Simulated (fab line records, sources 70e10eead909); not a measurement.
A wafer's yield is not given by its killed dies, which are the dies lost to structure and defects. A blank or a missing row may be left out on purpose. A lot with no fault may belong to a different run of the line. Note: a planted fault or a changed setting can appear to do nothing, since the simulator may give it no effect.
fab line records / flow nand-harc / part 2 of 2: steps 27 to 32 of 32
record lots=5 wafers=15 last-day=24
route steps=1159 shown A_WL_FILL@829 A_CONTACT@840
lots with no fault: from the same line, run without faults
start-h: hours from the record's first day to the start of the lot's first wafer shown / wait-h: time in hours since the lot's previous step / " the same as in the row above / L1.1+2: several wafers, shown together as one row / - either no value or no given start / * or withheld: withheld / < > ~ a bound
route shown NAME@n: NAME is a module with steps in the file, n the number in the route of the first one / usual: average and standard deviation across the fault-free wafers / same: alike in all rows / chamber/n: place in a boat / sites: per-site readings / _std_site: how widely they spread, as a standard deviation / _edge_site: the outer-site mean with the inner-site mean subtracted / radius-mm: how far each site lies from the wafer's centre / mask NAME#n: copy n / behind: the tool/chamber that last shaped the wafer / hold: why the lot was held/for how many hours/how that ended / device: whichever transistor did not switch (one of n, p or np) / end of line: at the end of the route, the tests of the same wafers / a step given without rows: its recipe and nothing more / killed: at the first sort, the dies lost to defects and structure; wafer yield is something else / map: per-die view of a wafer (x killed, . not killed, _ where there is no die)
set.NAME: the setting that was run; set.NAME@STEP: the one run at that earlier step / model.NAME: the simulator's own value behind a step, which no gauge read
lots at some steps of the route; a table a step, a row a wafer
services: the hour from which a tool's chamber was out of use, counted from the record's first day as start-h (under 0 if before that day), plus the number of hours and why
## steps
# step NHARC_A_CONTACT_ETCH_49
# recipe target-depth-a=2600 over-etch-frac=0.3 time-s=475.3 ion-energy-ev=200 n2-flow-sccm=150 h2-flow-sccm=150 ar-flow-sccm=0 rf-w=400 bias-w=150 chemistry=N2/H2
# usual drypump-motor-current-A=5.6/0.42 mfc-ar-sccm=0.007/0.011 oes-product-au=0.999/0.0086 rf-fwd-power-W=399.3/1.2 rf-vpp-V=431.2/2.6 showerhead-plenum-p-Torr=2.07/0.087 throttle-valve-pct=14.171/0.0091
lot.wafer=L078.1 tool=rie-diel-11 chamber=3 start-h=- wait-h=- drypump-motor-current-A=5.6 mfc-ar-sccm=0 oes-product-au=0.997 rf-fwd-power-W=398.5 rf-hours-counter-h=3 rf-vpp-V=435.1 showerhead-plenum-p-Torr=2.18 throttle-valve-pct=14.170
lot.wafer=L078.3 tool=rie-diel-11 chamber=1 start-h=- wait-h=- drypump-motor-current-A=5.7 mfc-ar-sccm=0.005 oes-product-au=0.996 rf-fwd-power-W=398.2 rf-hours-counter-h=3 rf-vpp-V=432.9 showerhead-plenum-p-Torr=2.12 throttle-valve-pct=14.171
lot.wafer=L078.5 tool=rie-diel-11 chamber=2 start-h=- wait-h=- drypump-motor-current-A=5.4 mfc-ar-sccm=0.028 oes-product-au=0.997 rf-fwd-power-W=399.5 rf-hours-counter-h=- rf-vpp-V=432.1 showerhead-plenum-p-Torr=2.12 throttle-valve-pct=14.168
lot.wafer=L083.2 tool=rie-diel-11 chamber=0 start-h=- wait-h=- drypump-motor-current-A=5.1 mfc-ar-sccm=0 oes-product-au=0.993 rf-fwd-power-W=398.6 rf-hours-counter-h=8 rf-vpp-V=427.1 showerhead-plenum-p-Torr=1.91 throttle-valve-pct=14.171
lot.wafer=L083.1 tool=rie-diel-11 chamber=1 start-h=- wait-h=- drypump-motor-current-A=5.7 mfc-ar-sccm=0.005 oes-product-au=0.991 rf-fwd-power-W=399.9 rf-hours-counter-h=8 rf-vpp-V=432.2 showerhead-plenum-p-Torr=2.12 throttle-valve-pct=14.160
lot.wafer=L083.6 tool=rie-diel-11 chamber=0 start-h=- wait-h=- drypump-motor-current-A=5.1 mfc-ar-sccm=0 oes-product-au=1.002 rf-fwd-power-W=401.0 rf-hours-counter-h=- rf-vpp-V=426.3 showerhead-plenum-p-Torr=1.91 throttle-valve-pct=14.170
lot.wafer=L084.2 tool=rie-diel-11 chamber=1 start-h=- wait-h=- drypump-motor-current-A=5.7 mfc-ar-sccm=0.005 oes-product-au=1.010 rf-fwd-power-W=397.2 rf-hours-counter-h=12 rf-vpp-V=434.5 showerhead-plenum-p-Torr=2.12 throttle-valve-pct=14.162
lot.wafer=L084.3 tool=rie-diel-11 chamber=2 start-h=- wait-h=- drypump-motor-current-A=5.4 mfc-ar-sccm=0.028 oes-product-au=1.002 rf-fwd-power-W=401.4 rf-hours-counter-h=13 rf-vpp-V=433.7 showerhead-plenum-p-Torr=2.12 throttle-valve-pct=14.174
lot.wafer=L084.6 tool=rie-diel-11 chamber=0 start-h=- wait-h=- drypump-motor-current-A=5.1 mfc-ar-sccm=0 oes-product-au=1.001 rf-fwd-power-W=398.7 rf-hours-counter-h=- rf-vpp-V=426.1 showerhead-plenum-p-Torr=1.91 throttle-valve-pct=14.163
lot.wafer=L086.4 tool=rie-diel-11 chamber=1 start-h=- wait-h=- drypump-motor-current-A=5.7 mfc-ar-sccm=0.005 oes-product-au=1.015 rf-fwd-power-W=399.1 rf-hours-counter-h=15 rf-vpp-V=433.3 showerhead-plenum-p-Torr=2.11 throttle-valve-pct=14.173
lot.wafer=L086.1 tool=rie-diel-11 chamber=2 start-h=- wait-h=- drypump-motor-current-A=5.4 mfc-ar-sccm=0.028 oes-product-au=0.993 rf-fwd-power-W=397.9 rf-hours-counter-h=15 rf-vpp-V=432.6 showerhead-plenum-p-Torr=2.12 throttle-valve-pct=14.162
lot.wafer=L086.3 tool=rie-diel-11 chamber=0 start-h=- wait-h=- drypump-motor-current-A=5.1 mfc-ar-sccm=0 oes-product-au=0.994 rf-fwd-power-W=399.7 rf-hours-counter-h=15 rf-vpp-V=428.0 showerhead-plenum-p-Torr=1.91 throttle-valve-pct=14.158
lot.wafer=L097.2 tool=rie-diel-11 chamber=1 start-h=- wait-h=- drypump-motor-current-A=5.8 mfc-ar-sccm=0.005 oes-product-au=1.006 rf-fwd-power-W=399.1 rf-hours-counter-h=25 rf-vpp-V=432.9 showerhead-plenum-p-Torr=2.11 throttle-valve-pct=14.187
lot.wafer=L097.1 tool=rie-diel-11 chamber=3 start-h=- wait-h=- drypump-motor-current-A=5.5 mfc-ar-sccm=0 oes-product-au=1.005 rf-fwd-power-W=399.1 rf-hours-counter-h=24 rf-vpp-V=432.4 showerhead-plenum-p-Torr=2.17 throttle-valve-pct=14.179
lot.wafer=L097.4 tool=rie-diel-11 chamber=0 start-h=- wait-h=- drypump-motor-current-A=5.1 mfc-ar-sccm=0 oes-product-au=1.003 rf-fwd-power-W=401.3 rf-hours-counter-h=25 rf-vpp-V=426.7 showerhead-plenum-p-Torr=1.91 throttle-valve-pct=14.177
# step NHARC_A_CONTACT_ETCH_50
# recipe target-depth-a=847 time-s=42.4 cf4-flow-sccm=100 chf3-flow-sccm=30 ar-flow-sccm=0 rf-w=500 bias-w=200 chemistry=CF4/CHF3
# usual drypump-motor-current-A=5.6/0.41 mfc-ar-sccm=0.007/0.011 oes-product-au=0.948/0.02 rf-fwd-power-W=494.2/2.4 rf-vpp-V=371.1/2.2 showerhead-plenum-p-Torr=1.59/0.063 throttle-valve-pct=16.802/0.0095
lot.wafer=L078.3 tool=rie-diel-11 chamber=3 start-h=- wait-h=- drypump-motor-current-A=5.5 mfc-ar-sccm=0 oes-product-au=0.960 rf-fwd-power-W=496.5 rf-hours-counter-h=3 rf-vpp-V=373.4 showerhead-plenum-p-Torr=1.67 throttle-valve-pct=16.805
lot.wafer=L078.1 tool=rie-diel-11 chamber=0 start-h=- wait-h=- drypump-motor-current-A=5.1 mfc-ar-sccm=0 oes-product-au=0.950 rf-fwd-power-W=491.9 rf-hours-counter-h=3 rf-vpp-V=367.3 showerhead-plenum-p-Torr=1.48 throttle-valve-pct=16.814
lot.wafer=L078.5 tool=rie-diel-11 chamber=3 start-h=- wait-h=- drypump-motor-current-A=5.6 mfc-ar-sccm=0 oes-product-au=0.950 rf-fwd-power-W=497.8 rf-hours-counter-h=- rf-vpp-V=374.9 showerhead-plenum-p-Torr=1.67 throttle-valve-pct=16.800
lot.wafer=L083.1 tool=rie-diel-11 chamber=1 start-h=- wait-h=- drypump-motor-current-A=5.7 mfc-ar-sccm=0.005 oes-product-au=0.964 rf-fwd-power-W=496.2 rf-hours-counter-h=8 rf-vpp-V=372.9 showerhead-plenum-p-Torr=1.63 throttle-valve-pct=16.795
lot.wafer=L083.2 tool=rie-diel-11 chamber=3 start-h=- wait-h=- drypump-motor-current-A=5.6 mfc-ar-sccm=0 oes-product-au=0.977 rf-fwd-power-W=494.5 rf-hours-counter-h=9 rf-vpp-V=372.7 showerhead-plenum-p-Torr=1.67 throttle-valve-pct=16.810
lot.wafer=L083.6 tool=rie-diel-11 chamber=1 start-h=- wait-h=- drypump-motor-current-A=5.7 mfc-ar-sccm=0.005 oes-product-au=0.956 rf-fwd-power-W=498.6 rf-hours-counter-h=- rf-vpp-V=372.9 showerhead-plenum-p-Torr=1.63 throttle-valve-pct=16.801
lot.wafer=L084.2 tool=rie-diel-11 chamber=3 start-h=- wait-h=- drypump-motor-current-A=5.6 mfc-ar-sccm=0 oes-product-au=0.980 rf-fwd-power-W=494.9 rf-hours-counter-h=13 rf-vpp-V=374.6 showerhead-plenum-p-Torr=1.67 throttle-valve-pct=16.813
lot.wafer=L084.3 tool=rie-diel-11 chamber=0 start-h=- wait-h=- drypump-motor-current-A=5.1 mfc-ar-sccm=0 oes-product-au=0.973 rf-fwd-power-W=491.7 rf-hours-counter-h=13 rf-vpp-V=366.9 showerhead-plenum-p-Torr=1.48 throttle-valve-pct=16.799
lot.wafer=L084.6 tool=rie-diel-11 chamber=2 start-h=- wait-h=- drypump-motor-current-A=5.4 mfc-ar-sccm=0.028 oes-product-au=0.972 rf-fwd-power-W=492.3 rf-hours-counter-h=- rf-vpp-V=372.3 showerhead-plenum-p-Torr=1.63 throttle-valve-pct=16.821
lot.wafer=L086.4 tool=rie-diel-11 chamber=2 start-h=- wait-h=- drypump-motor-current-A=5.4 mfc-ar-sccm=0.028 oes-product-au=0.939 rf-fwd-power-W=494.1 rf-hours-counter-h=16 rf-vpp-V=370.7 showerhead-plenum-p-Torr=1.63 throttle-valve-pct=16.807
lot.wafer=L086.3 tool=rie-diel-11 chamber=3 start-h=- wait-h=- drypump-motor-current-A=5.6 mfc-ar-sccm=0 oes-product-au=0.939 rf-fwd-power-W=494.1 rf-hours-counter-h=15 rf-vpp-V=373.9 showerhead-plenum-p-Torr=1.67 throttle-valve-pct=16.795
lot.wafer=L086.1 tool=rie-diel-11 chamber=0 start-h=- wait-h=- drypump-motor-current-A=5.1 mfc-ar-sccm=0 oes-product-au=0.942 rf-fwd-power-W=493.4 rf-hours-counter-h=15 rf-vpp-V=368.0 showerhead-plenum-p-Torr=1.48 throttle-valve-pct=16.800
lot.wafer=L097.2 tool=rie-diel-11 chamber=1 start-h=- wait-h=- drypump-motor-current-A=5.7 mfc-ar-sccm=0.005 oes-product-au=0.955 rf-fwd-power-W=494.0 rf-hours-counter-h=25 rf-vpp-V=373.0 showerhead-plenum-p-Torr=1.62 throttle-valve-pct=16.812
lot.wafer=L097.4 tool=rie-diel-11 chamber=2 start-h=- wait-h=- drypump-motor-current-A=5.4 mfc-ar-sccm=0.028 oes-product-au=0.957 rf-fwd-power-W=494.3 rf-hours-counter-h=25 rf-vpp-V=372.9 showerhead-plenum-p-Torr=1.63 throttle-valve-pct=16.795
lot.wafer=L097.1 tool=rie-diel-11 chamber=0 start-h=- wait-h=- drypump-motor-current-A=5.1 mfc-ar-sccm=0 oes-product-au=0.963 rf-fwd-power-W=494.2 rf-hours-counter-h=25 rf-vpp-V=367.9 showerhead-plenum-p-Torr=1.48 throttle-valve-pct=16.813
# step NHARC_A_CONTACT_ETCH_51
# recipe target-depth-a=36000 over-etch-frac=0.3 time-s=936 ion-energy-ev=150 o2-flow-sccm=400 cos-flow-sccm=20 ar-flow-sccm=0 rf-w=500 bias-w=300 chemistry=O2/COS
# usual drypump-motor-current-A=5.6/0.42 mfc-ar-sccm=0.007/0.011 oes-product-au=0.998/0.0086 rf-fwd-power-W=499.8/1.5 rf-vpp-V=314.8/2 showerhead-plenum-p-Torr=3.16/0.12 throttle-valve-pct=28.330/0.0087
lot.wafer=L078.3 tool=rie-diel-11 chamber=0 start-h=- wait-h=- drypump-motor-current-A=5.1 mfc-ar-sccm=0 oes-product-au=0.993 rf-fwd-power-W=497.6 rf-hours-counter-h=3 rf-vpp-V=311.9 showerhead-plenum-p-Torr=2.94 throttle-valve-pct=28.324
lot.wafer=L078.1 tool=rie-diel-11 chamber=1 start-h=- wait-h=- drypump-motor-current-A=5.7 mfc-ar-sccm=0.005 oes-product-au=1.005 rf-fwd-power-W=499.5 rf-hours-counter-h=3 rf-vpp-V=314.5 showerhead-plenum-p-Torr=3.23 throttle-valve-pct=28.334
lot.wafer=L078.5 tool=rie-diel-11 chamber=3 start-h=- wait-h=- drypump-motor-current-A=5.6 mfc-ar-sccm=0 oes-product-au=0.989 rf-fwd-power-W=500.1 rf-hours-counter-h=- rf-vpp-V=315.7 showerhead-plenum-p-Torr=3.31 throttle-valve-pct=28.319
lot.wafer=L083.1 tool=rie-diel-11 chamber=1 start-h=- wait-h=- drypump-motor-current-A=5.8 mfc-ar-sccm=0.005 oes-product-au=0.995 rf-fwd-power-W=500.0 rf-hours-counter-h=8 rf-vpp-V=315.5 showerhead-plenum-p-Torr=3.23 throttle-valve-pct=28.343
lot.wafer=L083.2 tool=rie-diel-11 chamber=3 start-h=- wait-h=- drypump-motor-current-A=5.6 mfc-ar-sccm=0 oes-product-au=0.991 rf-fwd-power-W=498.4 rf-hours-counter-h=9 rf-vpp-V=317.5 showerhead-plenum-p-Torr=3.31 throttle-valve-pct=28.325
lot.wafer=L083.6 tool=rie-diel-11 chamber=1 start-h=- wait-h=- drypump-motor-current-A=5.7 mfc-ar-sccm=0.005 oes-product-au=0.996 rf-fwd-power-W=498.2 rf-hours-counter-h=- rf-vpp-V=315.4 showerhead-plenum-p-Torr=3.23 throttle-valve-pct=28.325
lot.wafer=L084.3 tool=rie-diel-11 chamber=1 start-h=- wait-h=- drypump-motor-current-A=5.7 mfc-ar-sccm=0.005 oes-product-au=1.001 rf-fwd-power-W=499.8 rf-hours-counter-h=13 rf-vpp-V=315.8 showerhead-plenum-p-Torr=3.23 throttle-valve-pct=28.334
lot.wafer=L084.2 tool=rie-diel-11 chamber=3 start-h=- wait-h=- drypump-motor-current-A=5.6 mfc-ar-sccm=0 oes-product-au=1.005 rf-fwd-power-W=501.2 rf-hours-counter-h=13 rf-vpp-V=317.5 showerhead-plenum-p-Torr=3.31 throttle-valve-pct=28.340
lot.wafer=L084.6 tool=rie-diel-11 chamber=1 start-h=- wait-h=- drypump-motor-current-A=5.7 mfc-ar-sccm=0.005 oes-product-au=0.998 rf-fwd-power-W=501.4 rf-hours-counter-h=- rf-vpp-V=316.6 showerhead-plenum-p-Torr=3.23 throttle-valve-pct=28.334
lot.wafer=L086.1 tool=rie-diel-11 chamber=0 start-h=- wait-h=- drypump-motor-current-A=5.1 mfc-ar-sccm=0 oes-product-au=0.995 rf-fwd-power-W=500.4 rf-hours-counter-h=15 rf-vpp-V=311.7 showerhead-plenum-p-Torr=2.94 throttle-valve-pct=28.332
lot.wafer=L086.4 tool=rie-diel-11 chamber=1 start-h=- wait-h=- drypump-motor-current-A=5.7 mfc-ar-sccm=0.005 oes-product-au=1.001 rf-fwd-power-W=501.5 rf-hours-counter-h=15 rf-vpp-V=314.8 showerhead-plenum-p-Torr=3.23 throttle-valve-pct=28.328
lot.wafer=L086.3 tool=rie-diel-11 chamber=2 start-h=- wait-h=- drypump-motor-current-A=5.4 mfc-ar-sccm=0.028 oes-product-au=0.989 rf-fwd-power-W=499.0 rf-hours-counter-h=16 rf-vpp-V=316.2 showerhead-plenum-p-Torr=3.23 throttle-valve-pct=28.320
lot.wafer=L097.2 tool=rie-diel-11 chamber=1 start-h=- wait-h=- drypump-motor-current-A=5.8 mfc-ar-sccm=0.005 oes-product-au=0.993 rf-fwd-power-W=502.6 rf-hours-counter-h=25 rf-vpp-V=314.4 showerhead-plenum-p-Torr=3.22 throttle-valve-pct=28.337
lot.wafer=L097.4 tool=rie-diel-11 chamber=3 start-h=- wait-h=- drypump-motor-current-A=5.6 mfc-ar-sccm=0 oes-product-au=0.998 rf-fwd-power-W=499.9 rf-hours-counter-h=25 rf-vpp-V=317.1 showerhead-plenum-p-Torr=3.30 throttle-valve-pct=28.320
lot.wafer=L097.1 tool=rie-diel-11 chamber=0 start-h=- wait-h=- drypump-motor-current-A=5.1 mfc-ar-sccm=0 oes-product-au=0.991 rf-fwd-power-W=500.3 rf-hours-counter-h=25 rf-vpp-V=310.8 showerhead-plenum-p-Torr=2.93 throttle-valve-pct=28.324
# step NHARC_A_CONTACT_ETCH_111
# recipe source-w=withheld pressure-mtorr=20 bias-v=withheld time-s=140 target-depth-a=7000 ar-flow-sccm=withheld c4f8-flow-sccm=withheld o2-flow-sccm=withheld chemistry=C4F8/O2/Ar
lot.wafer=L078.1 tool=har-cap-etch-03 chamber=0 start-h=388.00 wait-h=- rf-hours-counter-h=84
lot.wafer=L078.3 tool=har-cap-etch-03 chamber=0 start-h=388.00 wait-h=- rf-hours-counter-h=-
lot.wafer=L078.5 tool=har-cap-etch-03 chamber=0 start-h=388.00 wait-h=- rf-hours-counter-h=-
lot.wafer=L083.1 tool=har-cap-etch-03 chamber=1 start-h=410.05 wait-h=- rf-hours-counter-h=90
lot.wafer=L083.2 tool=har-cap-etch-03 chamber=0 start-h=410.05 wait-h=- rf-hours-counter-h=90
lot.wafer=L083.6 tool=har-cap-etch-03 chamber=0 start-h=410.05 wait-h=- rf-hours-counter-h=-
lot.wafer=L084.2 tool=har-cap-etch-03 chamber=1 start-h=427.05 wait-h=- rf-hours-counter-h=94
lot.wafer=L084.3 tool=har-cap-etch-03 chamber=1 start-h=427.05 wait-h=- rf-hours-counter-h=-
lot.wafer=L084.6 tool=har-cap-etch-03 chamber=1 start-h=427.05 wait-h=- rf-hours-counter-h=-
lot.wafer=L086.1 tool=har-cap-etch-01 chamber=1 start-h=437.94 wait-h=- rf-hours-counter-h=72
lot.wafer=L086.4 tool=har-cap-etch-01 chamber=1 start-h=437.94 wait-h=- rf-hours-counter-h=-
lot.wafer=L086.3 tool=har-cap-etch-01 chamber=0 start-h=437.94 wait-h=- rf-hours-counter-h=-
lot.wafer=L097.2 tool=har-cap-etch-03 chamber=1 start-h=504.76 wait-h=- rf-hours-counter-h=107
lot.wafer=L097.1 tool=har-cap-etch-03 chamber=0 start-h=504.76 wait-h=- rf-hours-counter-h=107
lot.wafer=L097.4 tool=har-cap-etch-03 chamber=0 start-h=504.76 wait-h=- rf-hours-counter-h=-
# step NHARC_A_CONTACT_ETCH_112
# recipe source-w=withheld pressure-mtorr=20 bias-v=3000 time-s=94 target-depth-a=9220 ar-flow-sccm=withheld c4f8-flow-sccm=withheld o2-flow-sccm=withheld chemistry=C4F8/O2/Ar
lot.wafer=L078.1 tool=har-cap-etch-03 chamber=0 start-h=388.20 wait-h=0.2 rf-hours-counter-h=84
lot.wafer=L078.3 tool=har-cap-etch-03 chamber=0 start-h=388.20 wait-h=0.2 rf-hours-counter-h=-
lot.wafer=L078.5 tool=har-cap-etch-03 chamber=0 start-h=388.20 wait-h=0.2 rf-hours-counter-h=-
lot.wafer=L083.1 tool=har-cap-etch-03 chamber=1 start-h=410.25 wait-h=0.2 rf-hours-counter-h=90
lot.wafer=L083.2 tool=har-cap-etch-03 chamber=0 start-h=410.25 wait-h=0.2 rf-hours-counter-h=90
lot.wafer=L083.6 tool=har-cap-etch-03 chamber=0 start-h=410.25 wait-h=0.2 rf-hours-counter-h=-
lot.wafer=L084.2 tool=har-cap-etch-03 chamber=1 start-h=427.23 wait-h=0.1 rf-hours-counter-h=94
lot.wafer=L084.3 tool=har-cap-etch-03 chamber=1 start-h=427.23 wait-h=0.1 rf-hours-counter-h=-
lot.wafer=L084.6 tool=har-cap-etch-03 chamber=1 start-h=427.23 wait-h=0.1 rf-hours-counter-h=-
lot.wafer=L086.1 tool=har-cap-etch-01 chamber=1 start-h=438.21 wait-h=0.2 rf-hours-counter-h=73
lot.wafer=L086.4 tool=har-cap-etch-01 chamber=1 start-h=438.21 wait-h=0.2 rf-hours-counter-h=-
lot.wafer=L086.3 tool=har-cap-etch-01 chamber=0 start-h=438.21 wait-h=0.2 rf-hours-counter-h=-
lot.wafer=L097.2 tool=har-cap-etch-03 chamber=1 start-h=504.96 wait-h=0.2 rf-hours-counter-h=107
lot.wafer=L097.1 tool=har-cap-etch-03 chamber=0 start-h=504.96 wait-h=0.2 rf-hours-counter-h=107
lot.wafer=L097.4 tool=har-cap-etch-03 chamber=0 start-h=504.96 wait-h=0.2 rf-hours-counter-h=-
# step NHARC_A_CONTACT_ETCH_113
# recipe source-w=withheld pressure-mtorr=20 bias-v=3000 time-s=94 target-depth-a=9220 ar-flow-sccm=withheld c4f8-flow-sccm=withheld o2-flow-sccm=withheld chemistry=C4F8/O2/Ar
lot.wafer=L078.1 tool=har-cap-etch-03 chamber=0 start-h=388.29 wait-h=0.1 rf-hours-counter-h=84
lot.wafer=L078.3 tool=har-cap-etch-03 chamber=0 start-h=388.29 wait-h=0.1 rf-hours-counter-h=-
lot.wafer=L078.5 tool=har-cap-etch-03 chamber=0 start-h=388.29 wait-h=0.1 rf-hours-counter-h=-
lot.wafer=L083.1 tool=har-cap-etch-03 chamber=1 start-h=410.34 wait-h=0.1 rf-hours-counter-h=90
lot.wafer=L083.2 tool=har-cap-etch-03 chamber=0 start-h=410.34 wait-h=0.1 rf-hours-counter-h=90
lot.wafer=L083.6 tool=har-cap-etch-03 chamber=0 start-h=410.34 wait-h=0.1 rf-hours-counter-h=-
lot.wafer=L084.2 tool=har-cap-etch-03 chamber=1 start-h=427.32 wait-h=0.1 rf-hours-counter-h=94
lot.wafer=L084.3 tool=har-cap-etch-03 chamber=1 start-h=427.32 wait-h=0.1 rf-hours-counter-h=-
lot.wafer=L084.6 tool=har-cap-etch-03 chamber=1 start-h=427.32 wait-h=0.1 rf-hours-counter-h=-
lot.wafer=L086.1 tool=har-cap-etch-01 chamber=1 start-h=438.34 wait-h=0.1 rf-hours-counter-h=73
lot.wafer=L086.4 tool=har-cap-etch-01 chamber=1 start-h=438.34 wait-h=0.1 rf-hours-counter-h=-
lot.wafer=L086.3 tool=har-cap-etch-01 chamber=0 start-h=438.34 wait-h=0.1 rf-hours-counter-h=-
lot.wafer=L097.2 tool=har-cap-etch-03 chamber=1 start-h=505.05 wait-h=0.1 rf-hours-counter-h=107
lot.wafer=L097.1 tool=har-cap-etch-03 chamber=0 start-h=505.05 wait-h=0.1 rf-hours-counter-h=107
lot.wafer=L097.4 tool=har-cap-etch-03 chamber=0 start-h=505.05 wait-h=0.1 rf-hours-counter-h=-
## services
tool=cmp-04 chamber=- start-h=359.58 hours=0.8 kind=repair
tool=ald-metal-01 chamber=3 start-h=365.64 hours=11.4 kind=repair
tool=rie-diel-11 chamber=- start-h=366.55 hours=9.0 kind=pm
tool=arfi-scanner-02 chamber=- start-h=367.54 hours=1.9 kind=repair
tool=cmp-04 chamber=- start-h=399.08 hours=4.0 kind=pm
tool=rie-si-03 chamber=1 start-h=402.65 hours=3.3 kind=repair
tool=pecvd-01 chamber=- start-h=418.47 hours=13.0 kind=pm
tool=arfi-scanner-02 chamber=- start-h=428.00 hours=4.0 kind=pm
tool=ald-metal-01 chamber=- start-h=436.98 hours=1.3 kind=repair
tool=litho-track-01 chamber=- start-h=443.00 hours=7.0 kind=pm
tool=wet-bench-07 chamber=- start-h=448.02 hours=8.0 kind=pm
tool=ald-metal-01 chamber=- start-h=458.00 hours=10.0 kind=pm
tool=pecvd-02 chamber=- start-h=462.81 hours=3.0 kind=repair
tool=wet-bench-09 chamber=- start-h=464.80 hours=8.0 kind=pm
tool=litho-track-06 chamber=- start-h=467.00 hours=7.0 kind=pm
tool=rie-si-03 chamber=0 start-h=467.07 hours=1.9 kind=repair
tool=cvd-w-01 chamber=- start-h=475.33 hours=13.0 kind=pm
tool=acl-dep-01 chamber=- start-h=475.47 hours=13.0 kind=pm
tool=har-cap-etch-01 chamber=- start-h=481.55 hours=1.8 kind=repair
tool=rie-si-03 chamber=0 start-h=482.05 hours=1.6 kind=repair
tool=litho-track-04 chamber=- start-h=491.00 hours=7.0 kind=pm
tool=arfi-scanner-02 chamber=- start-h=491.37 hours=0.9 kind=repair
tool=pecvd-02 chamber=2 start-h=492.90 hours=3.2 kind=repair
tool=wet-bench-03 chamber=- start-h=498.40 hours=8.0 kind=pm
